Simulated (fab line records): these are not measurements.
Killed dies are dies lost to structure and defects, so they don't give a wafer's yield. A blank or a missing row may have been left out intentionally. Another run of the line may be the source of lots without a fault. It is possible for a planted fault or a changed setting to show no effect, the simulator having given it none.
fab line records | flow n5_finfet
record: lots: 5 | wafers: 14 | last_day: 17
route steps=1938 shown BEOL_M10@1494 PASSIVATION@1936
lots that met no fault: taken from a fault-free run of the same line
start_h: hours from the record's first day to the start of the lot's first wafer shown | wait_h: hours from the lot's prior step to this one | " identical to the entry in the row above | L1.1+2: one row covering several wafers at once | - either no value or no given start | * or withheld: withheld | < > ~ a bound
route shown NAME@n: a module of which the file shows steps, and the number in the route of the first | usual: mean/standard deviation taken from wafers without a fault | same: alike in all rows | chamber/n: place in a boat | sites: each site's reading | _std_site: standard deviation across them | _edge_site: the outer-site mean with the inner-site mean subtracted | radius_mm: how far each site lies from the wafer's centre | mask NAME#n: copy n | behind: the tool/chamber that last shaped the wafer | hold: cause of the lot's hold/its duration in hours/its outcome | device: the n, p or np transistor that did not switch | end of line: the same wafers' tests at the end of the route | a step without rows: its recipe alone | killed: at the first sort, the dies lost to defects and structure; wafer yield is something else | map: a wafer's dies, x killed, . not, _ none there
set.NAME: the setting as run; set.NAME@STEP: as run at that earlier step | model.NAME: the simulator's own value behind a step, which no gauge read
lots seen at some steps along the route; tables by step, rows by wafer
services: when a tool's chamber went out of use (start_h, in hours from the record's first day, below 0 if earlier), for how many hours, and the reason
== steps ==
step: N5_BEOL_M10_COAT_63
recipe: resist: SOC | temp_c: 250 | time_s: 60 | spin_rpm: 1500 | resist_thk_nm: 100
step: N5_BEOL_M10_COAT_64
recipe: resist: SiARC | temp_c: 220 | time_s: 60 | spin_rpm: 1500 | resist_thk_nm: 30
step: N5_BEOL_M10_COAT_22
recipe: resist: CAR-ArF | spin_rpm: 1500 | resist_thk_nm: 90
step: N5_BEOL_M10_EBR_24
recipe: solvent: PGMEA | ebr_width_mm: 1.5
step: N5_BEOL_M10_SOFTBAKE_23
recipe: temp_c: 110 | time_s: 60 | resist: CAR-ArF
step: N5_BEOL_M10_EXPOSE_25
recipe: mask_id: V9 | na: 1.35 | source_shape: annular | sigma_inner: 0.5 | sigma_outer: 0.8 | polarization: unpolarized | dose_mj: 85.5
step: N5_BEOL_M10_PEB_26
recipe: peb_temp_c: withheld | peb_time_s: 60 | resist: CAR-ArF
step: N5_BEOL_M10_DEVELOP_27
recipe: develop_time_s: 30 | developer: TMAH | resist: CAR-ArF | rinse_liquid: diw | dry: air_spin | dev_temp_c: 23
step: N5_BEOL_M10_CD_MEAS_28
recipe: target_cd_nm: 70 | landing_energy_ev: 500 | detector: se_inlens | polarity: opening
usual: cd_nm: 70.3/1.1
lot.wafer | tool      | chamber | start_h | wait_h | cd_nm
L187.2    | cd_sem-03 | 0       | 243.16  | -      | 69.4
L187.4    | "         | 0       | "       | "      | 71.4
L187.6    | "         | 0       | "       | "      | 70.0
L197.3    | cd_sem-03 | 0       | 284.97  | -      | 70.7
L197.6    | "         | 0       | "       | "      | 69.9
L201.1    | cd_sem-02 | 0       | 308.02  | -      | 70.1
L201.2    | "         | 0       | "       | "      | 71.1
L201.3    | "         | 0       | "       | "      | 70.8
L203.1    | cd_sem-03 | 0       | 327.57  | -      | 70.5
L203.4    | "         | 0       | "       | "      | 70.0
L203.6    | "         | 0       | "       | "      | 70.8
L210.1    | cd_sem-03 | 0       | 355.09  | -      | 70.4
L210.2    | "         | 0       | "       | "      | 70.2
L210.5    | "         | 0       | "       | "      | 70.4
step: N5_BEOL_M10_OVL_MEAS_29
recipe: points_per_wafer: 44
usual: V9_OVL: 0.3/0.82
same: points_per_wafer: 44
lot.wafer | tool       | chamber | start_h | wait_h | V9_OVL[nm]
L187.2    | overlay-02 | 0       | 243.19  | 0.0    | 1.3
L187.4    | "          | 0       | "       | "      | 1.2
L187.6    | "          | 0       | "       | "      | 0.7
L197.3    | overlay-02 | 0       | 285.00  | 0.0    | 0.0
L197.6    | "          | 0       | "       | "      | 0.0
L201.1    | overlay-01 | 0       | 308.05  | 0.0    | 1.5
L201.2    | "          | 0       | "       | "      | 0.6
L201.3    | "          | 0       | "       | "      | 1.9
L203.1    | overlay-01 | 0       | 327.60  | 0.0    | 0.2
L203.4    | "          | 0       | "       | "      | -0.1
L203.6    | "          | 0       | "       | "      | -0.3
L210.1    | overlay-01 | 0       | 355.12  | 0.0    | -0.4
L210.2    | "          | 0       | "       | "      | -0.4
L210.5    | "          | 0       | "       | "      | 0.2
step: N5_BEOL_M10_INSPECT_30
recipe: mode: adi | inspect_instrument: brightfield
usual: raw_defect_count: 405/84
lot.wafer | tool              | chamber | start_h | wait_h | raw_defect_count
L187.2    | defect_inspect-02 | -       | 243.22  | 0.0    | 382
L187.4    | "                 | -       | "       | "      | 380
L187.6    | "                 | -       | "       | "      | 393
L197.3    | defect_inspect-02 | -       | 285.02  | 0.0    | 393
L197.6    | "                 | -       | "       | "      | 477
L201.1    | defect_inspect-01 | -       | 308.07  | 0.0    | 447
L201.2    | "                 | -       | "       | "      | 468
L201.3    | "                 | -       | "       | "      | 485
L203.1    | defect_inspect-01 | -       | 327.63  | 0.0    | 433
L203.4    | "                 | -       | "       | "      | 498
L203.6    | "                 | -       | "       | "      | 501
L210.1    | defect_inspect-02 | -       | 355.15  | 0.0    | 604
L210.2    | "                 | -       | "       | "      | 460
L210.5    | "                 | -       | "       | "      | 381
step: N5_BEOL_M10_DESCUM_33
recipe: chemistry: O2 | time_s: 7.9 | source_power_w: 50 | bias_power_w: 20 | pressure_mtorr: 20 | rf_frequency_hz: 2.712e+07 | temp_c: 40 | resist: CAR-ArF | o2_flow_sccm: 225
usual: drypump_motor_current_A: 5.4/0.53 | oes_product_au: 0.82/0.088 | rf_vpp_V: 242.8/1.2 | showerhead_plenum_p_Torr: 2.08/0.052 | throttle_valve_pct: 20.49/0.19
same: time_s: 7.9
lot.wafer | tool        | chamber | start_h | wait_h | drypump_motor_current_A | oes_product_au | rf_hours_counter_h | rf_vpp_V | showerhead_plenum_p_Torr | throttle_valve_pct
L187.2    | rie_diel-06 | 3       | 243.25  | 0.0    | 4.8                     | 0.68           | 228                | 242.9    | 2.17                     | 20.82
L187.4    | "           | 2       | "       | "      | 4.7                     | 0.93           | -                  | 243.5    | 2.07                     | 20.56
L187.6    | "           | 0       | "       | "      | 5.2                     | 0.85           | -                  | 242.4    | 2.12                     | 20.09
L197.3    | rie_diel-05 | 2       | 285.06  | 0.0    | 4.8                     | 0.70           | 199                | 241.7    | 2.01                     | 20.70
L197.6    | "           | 2       | "       | "      | 4.8                     | 0.70           | -                  | 242.8    | 2.01                     | 20.70
L201.1    | rie_diel-06 | 0       | 308.33  | 0.3    | 5.3                     | 0.82           | 83                 | 242.7    | 2.11                     | 20.12
L201.2    | "           | 1       | "       | "      | 5.9                     | 0.91           | 19                 | 244.1    | 2.05                     | 20.49
L201.3    | "           | 2       | "       | "      | 4.7                     | 0.87           | 42                 | 241.2    | 2.06                     | 20.60
L203.1    | rie_diel-06 | 2       | 327.66  | 0.0    | 4.7                     | 0.85           | 50                 | 242.5    | 2.06                     | 20.60
L203.4    | "           | 3       | "       | "      | 4.8                     | 0.98           | 2                  | 244.2    | 2.16                     | 20.45
L203.6    | "           | 1       | "       | "      | 5.9                     | 0.90           | -                  | 241.1    | 2.04                     | 20.51
L210.1    | rie_diel-05 | 2       | 355.61  | 0.5    | 4.8                     | 0.69           | 226                | 240.7    | 2.00                     | 20.77
L210.2    | "           | 0       | "       | "      | 5.9                     | 0.80           | 104                | 242.3    | 2.00                     | 20.43
L210.5    | "           | 1       | "       | "      | 5.0                     | 0.77           | -                  | 242.1    | 2.11                     | 20.40
step: N5_BEOL_M10_ETCH_65
recipe: chemistry: CF4 | target: SiARC | target_depth_a: 390 | mask_material: CAR-ArF | time_s: 65 | ion_energy_ev: 80 | pressure_mtorr: 40 | source_w: 545 | bias_w: 36 | Ar_flow_sccm: 100 | cf4_flow_sccm: 100 | ends: cleared
usual: drypump_motor_current_A: 5.4/0.53 | etch_rf_on_time_s: 65.7/2.3 | oes_product_au: 0.70/0.072 | rf_vpp_V: 183.8/0.9 | showerhead_plenum_p_Torr: 2.12/0.049 | throttle_valve_pct: 15.61/0.19
lot.wafer | tool        | chamber | start_h | wait_h | drypump_motor_current_A | etch_rf_on_time_s | oes_product_au | rf_hours_counter_h | rf_vpp_V | showerhead_plenum_p_Torr | throttle_valve_pct
L187.2    | rie_diel-06 | 3       | 243.29  | 0.0    | 4.8                     | 69.1              | 0.56           | 228                | 184.3    | 2.21                     | 15.93
L187.4    | "           | 2       | "       | "      | 4.7                     | 64.9              | 0.78           | -                  | 182.8    | 2.11                     | 15.54
L187.6    | "           | 0       | "       | "      | 5.3                     | 63.0              | 0.75           | -                  | 183.5    | 2.19                     | 15.34
L197.3    | rie_diel-05 | 2       | 285.09  | 0.0    | 4.8                     | 45.9              | 0.75           | 199                | 183.0    | 2.04                     | 15.79
L197.6    | "           | 2       | "       | "      | 4.8                     | 46.1              | 0.74           | -                  | 182.2    | 2.04                     | 15.78
L201.1    | rie_diel-06 | 0       | 308.36  | 0.0    | 5.3                     | 63.0              | 0.72           | 83                 | 185.3    | 2.18                     | 15.40
L201.2    | "           | 1       | "       | "      | 5.9                     | 68.1              | 0.76           | 19                 | 184.5    | 2.10                     | 15.61
L201.3    | "           | 2       | "       | "      | 4.7                     | 63.9              | 0.74           | 42                 | 183.0    | 2.10                     | 15.59
L203.1    | rie_diel-06 | 2       | 327.70  | 0.0    | 4.7                     | 64.8              | 0.73           | 50                 | 182.6    | 2.09                     | 15.58
L203.4    | "           | 3       | "       | "      | 4.8                     | 65.6              | 0.83           | 2                  | 184.7    | 2.20                     | 15.48
L203.6    | "           | 1       | "       | "      | 5.9                     | 67.6              | 0.75           | -                  | 182.7    | 2.10                     | 15.62
L210.1    | rie_diel-05 | 2       | 355.64  | 0.0    | 4.8                     | 64.1              | 0.59           | 226                | 183.4    | 2.03                     | 15.82
L210.2    | "           | 0       | "       | "      | 5.9                     | 64.3              | 0.69           | 104                | 184.2    | 2.08                     | 15.81
L210.5    | "           | 1       | "       | "      | 5.0                     | 66.5              | 0.66           | -                  | 184.0    | 2.15                     | 15.50
step: N5_BEOL_M10_ETCH_66
recipe: chemistry: N2/H2 | target: SOC | target_depth_a: 1200 | overetch_a: 240 | mask_material: SiARC | temp_c: 40 | time_s: 180 | ion_energy_ev: 200 | pressure_mtorr: 30 | source_w: 840 | bias_w: 150 | n2_flow_sccm: 200 | h2_flow_sccm: 200
usual: drypump_motor_current_A: 5.4/0.53 | oes_product_au: 0.66/0.068 | rf_vpp_V: 523.2/2 | showerhead_plenum_p_Torr: 2.51/0.072 | throttle_valve_pct: 17.82/0.17
same: time_s: 180
lot.wafer | tool        | chamber | start_h | wait_h | drypump_motor_current_A | oes_product_au | rf_hours_counter_h | rf_vpp_V | showerhead_plenum_p_Torr | throttle_valve_pct
L187.2    | rie_diel-06 | 3       | 243.34  | 0.0    | 4.8                     | 0.55           | 229                | 525.6    | 2.62                     | 18.05
L187.4    | "           | 2       | "       | "      | 4.7                     | 0.73           | -                  | 521.4    | 2.48                     | 17.66
L187.6    | "           | 0       | "       | "      | 5.2                     | 0.69           | -                  | 525.1    | 2.59                     | 17.65
L197.3    | rie_diel-05 | 2       | 285.14  | 0.0    | 4.8                     | 0.57           | 199                | 519.1    | 2.40                     | 17.94
L197.6    | "           | 2       | "       | "      | 4.8                     | 0.57           | -                  | 522.6    | 2.40                     | 17.92
L201.1    | rie_diel-06 | 0       | 308.41  | 0.0    | 5.3                     | 0.67           | 83                 | 524.7    | 2.58                     | 17.68
L201.2    | "           | 1       | "       | "      | 5.9                     | 0.75           | 19                 | 520.6    | 2.46                     | 17.66
L201.3    | "           | 2       | "       | "      | 4.7                     | 0.70           | 42                 | 523.2    | 2.47                     | 17.69
L203.1    | rie_diel-06 | 2       | 327.75  | 0.0    | 4.7                     | 0.69           | 50                 | 523.3    | 2.47                     | 17.70
L203.4    | "           | 3       | "       | "      | 4.8                     | 0.79           | 2                  | 524.9    | 2.61                     | 17.60
L203.6    | "           | 1       | "       | "      | 5.9                     | 0.74           | -                  | 523.7    | 2.46                     | 17.68
L210.1    | rie_diel-05 | 2       | 355.69  | 0.0    | 4.8                     | 0.55           | 226                | 517.7    | 2.39                     | 18.01
L210.2    | "           | 0       | "       | "      | 5.9                     | 0.65           | 104                | 522.4    | 2.44                     | 17.76
L210.5    | "           | 1       | "       | "      | 5.1                     | 0.62           | -                  | 524.1    | 2.56                     | 17.72
step: N5_PASSIVATION_PROBE_49
usual: defect_limited_yield: 91.3/1.4 | killed_at_M0_to_M3: 32/9.5 | killed_at_M4_up: 14/5.2 | killed_at_contacts: 13/5.7 | killed_at_front_end: 41/12 | killed_at_other: 3.5/2.6 | killed_dies: 103/17 | killed_open: 68/14 | killed_short: 32/7 | sort_bin_5_function: 5.0/0.91 | sort_bin_6_memory: 3.3/0.7 | sort_bin_8_speed: 0.03/0.22 | sort_n_pass: 1076/17 | sort_yield_pct: 91.2/1.4
same: gross_dies: 1180 | killed_at_back_side: 0 | sort_bin_4_leakage[%]: 0
lot.wafer | tool      | chamber | start_h | wait_h | defect_limited_yield[%] | killed_at_M0_to_M3 | killed_at_M4_up | killed_at_contacts | killed_at_front_end | killed_at_other | killed_dies | killed_open | killed_short | sort_bin_5_function[%] | sort_bin_6_memory[%] | sort_bin_8_speed[%] | sort_n_pass | sort_yield_pct[%]
L197.3    | prober-01 | -       | 331.27  | 0.1    | 92.9                    | 18                 | 17              | 4                  | 37                  | 8               | 84          | 48          | 36           | 4.4                    | 2.4                  | 0                   | 1096        | 92.9
L197.6    | prober-01 | -       | 331.42  | 0.3    | 92.1                    | 24                 | 12              | 15                 | 39                  | 3               | 93          | 71          | 22           | 5.3                    | 2.6                  | 0                   | 1087        | 92.1
L201.1    | prober-02 | -       | 359.24  | 0.0    | 90.8                    | 35                 | 10              | 17                 | 42                  | 5               | 109         | 74          | 34           | 5.4                    | 3.1                  | 0                   | 1071        | 90.8
L201.2    | prober-02 | -       | 359.29  | 0.1    | 92.0                    | 38                 | 6               | 6                  | 42                  | 2               | 94          | 60          | 34           | 4.2                    | 3.6                  | 0                   | 1086        | 92.0
L201.3    | prober-02 | -       | 359.34  | 0.1    | 93.2                    | 29                 | 10              | 6                  | 27                  | 8               | 80          | 50          | 30           | 3.6                    | 3.1                  | 0                   | 1100        | 93.2
killed by level:class
L197.3 STI_FIN_REVEAL:geometric_particle:open=9 FIN_SAQP:geometric_particle:open=6 FIN_SAQP:geometric_particle:short=6 BEOL_M0_SAQP:geometric_particle:short=5 BEOL_M0_SAQP:geometric_particle:open=4 BEOL_M4:geometric_particle:open=4 STI_FIN_REVEAL:geometric_particle:short=3 MOL_CONTACT_COAG:geometric_particle:short=3
L197.6 MOL_CONTACT_COAG:geometric_particle:open=14 BEOL_M1:geometric_particle:open=13 FIN_SAQP:geometric_particle:short=12 STI_FIN_REVEAL:geometric_particle:open=11 FIN_SAQP:geometric_particle:open=8 BEOL_M0_SAQP:geometric_particle:open=6 BEOL_M5:geometric_particle:open=6 BEOL_M4:geometric_particle:open=5
L201.1 MOL_CONTACT_COAG:geometric_particle:open=16 BEOL_M0_SAQP:geometric_particle:open=14 BEOL_M0_SAQP:geometric_particle:short=13 FIN_SAQP:geometric_particle:open=12 BEOL_M4:geometric_particle:open=8 GATE_CUT:geometric_particle:short=8 STI_FIN_REVEAL:geometric_particle:open=5 BEOL_M2:geometric_particle:open=5
L201.2 BEOL_M0_SAQP:geometric_particle:short=15 FIN_SAQP:geometric_particle:open=9 BEOL_M0_SAQP:geometric_particle:open=8 FIN_SAQP:geometric_particle:short=7 STI_FIN_REVEAL:geometric_particle:open=7 BEOL_M0:geometric_particle:open=6 MOL_CONTACT_COAG:geometric_particle:open=5 GATE_CUT:geometric_particle:short=4
L201.3 BEOL_M0_SAQP:geometric_particle:short=11 BEOL_M0_SAQP:geometric_particle:open=11 BEOL_M4:geometric_particle:open=7 FIN_SAQP:geometric_particle:open=6 GATE_CUT:geometric_particle:short=6 MOL_CONTACT_COAG:geometric_particle:open=5 STARTING-WAFER:geometric_particle:open=5 DUMMY_GATE:geometric_particle:open=4
== services ==
tool        | chamber | start_h | hours | kind
rie_diel-06 | -       | 223.44  | 14.6  | pm
rie_diel-05 | -       | 229.22  | 0.1   | repair
rie_diel-06 | 1       | 242.74  | -     | clean
rie_diel-06 | 1       | 242.74  | -     | consumable_replace:focus_ring
rie_diel-06 | 1       | 242.74  | 21.2  | scheduled_down
rie_diel-06 | 1       | 242.74  | 21.2  | vent_cycle
rie_diel-06 | 3       | 296.00  | -     | clean
rie_diel-06 | 3       | 296.00  | -     | consumable_replace:focus_ring
rie_diel-06 | 3       | 296.00  | 26.2  | scheduled_down
rie_diel-06 | 3       | 296.00  | 26.2  | vent_cycle
rie_diel-05 | 3       | 321.96  | -     | clean
rie_diel-05 | 3       | 321.96  | -     | consumable_replace:focus_ring
== key ==
first_sign: step: N5_BEOL_M10_ETCH_65 | reading: etch_rf_on_time_s | direction: down | sigmas: 8.5 | usual: * | struck: *
effect none on later readings
met_at N5_BEOL_M10_ETCH_65
struck_wafers L197.3,L197.6
fault: kind: process_parameter_drift | tool: rie_diel-05 | chamber: - | onset_h: 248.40 | steps: N5_BEOL_M10_ETCH_65 | channel: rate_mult | offset: 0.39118 | shape: step | end_h: 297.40 | scope: struck_wafers_only
